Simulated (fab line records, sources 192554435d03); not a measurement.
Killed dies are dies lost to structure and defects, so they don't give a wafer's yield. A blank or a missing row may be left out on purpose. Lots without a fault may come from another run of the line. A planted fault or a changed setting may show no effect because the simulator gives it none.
Chamber matching | flow n5_finfet | N5_HKMG_FIN_CMP_94 on cmp-01: 4 sister chambers
The step polishes, stops on SiNx, t overpolish 4.7 s, target thk 43.299 nm. 14 wafers are shown with their chamber, then 7 later ones without.

WAFERS WITH THEIR CHAMBER
wafer  | chamber | motor_current_A (A) | pad_life_wafers
L076.1 | 2       | 12.9                | 822
L076.3 | 3       | 14.0                | 823
L076.4 | 1       | 14.8                | 825
L078.1 | 3       | 13.1                | 921
L078.2 | 0       | 14.8                | 918
L080.1 | 1       | 14.7                | 1026
L080.2 | 3       | 13.6                | 1028
L082.1 | 2       | 13.1                | 1119
L082.3 | 1       | 15.3                | 1118
L082.4 | 3       | 13.1                | 1116
L084.2 | 0       | 15.5                | 1244
L084.4 | 2       | 12.8                | 1242
L085.1 | 0       | 15.3                | 1290
L085.3 | 3       | 12.7                | 1293

SIGNATURES (means of the wafers above)
reading         | chamber 0 | chamber 1 | chamber 2 | chamber 3 | scatter within a chamber
motor_current_A | 15.200    | 14.933    | 12.933    | 13.300    | 0.392
pad_life_wafers | 1150.67   | 989.67    | 1061.00   | 1036.20   | 187
Rule: a wafer's distance from a chamber is the root of the sum, over the readings, of the square of ((its reading less the chamber's mean) divided by the reading's scatter). The wafer belongs to the nearest chamber; if the next one is less than 2 further off, it can't be placed. The scatter: the root of (the sum of the squares of (reading less its chamber's mean) over the shown wafers, divided by (wafers less chambers)).

WAFERS WITHOUT THEIR CHAMBER
wafer  | motor_current_A (A) | pad_life_wafers
L088.1 | 15.2                | 1443
L091.1 | 15.2                | 1561
L091.2 | 13.3                | 1563
L091.4 | 13.0                | 1560
L092.2 | 14.7                | 1597
L092.3 | 13.5                | 1596
L092.4 | 13.4                | 1599

WHICH CHAMBER EACH WENT THROUGH
wafer  | from the rows above               | in truth
L088.1 | can't be placed: 0 or 1           | 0
L091.1 | can't be placed: 0 or 1           | 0
L091.2 | can't be placed: 3 or 2           | 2
L091.4 | can't be placed: 2 or 3           | 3
L092.2 | can't be placed: 0 or 1 or 3      | 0
L092.3 | can't be placed: 3 or 2 or 1 or 0 | 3
L092.4 | can't be placed: 3 or 2           | 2
Placed correctly: 0 of 7. Can't be placed from these rows: 7 (the true chamber is among the candidates in 7). Placed wrongly: 0.
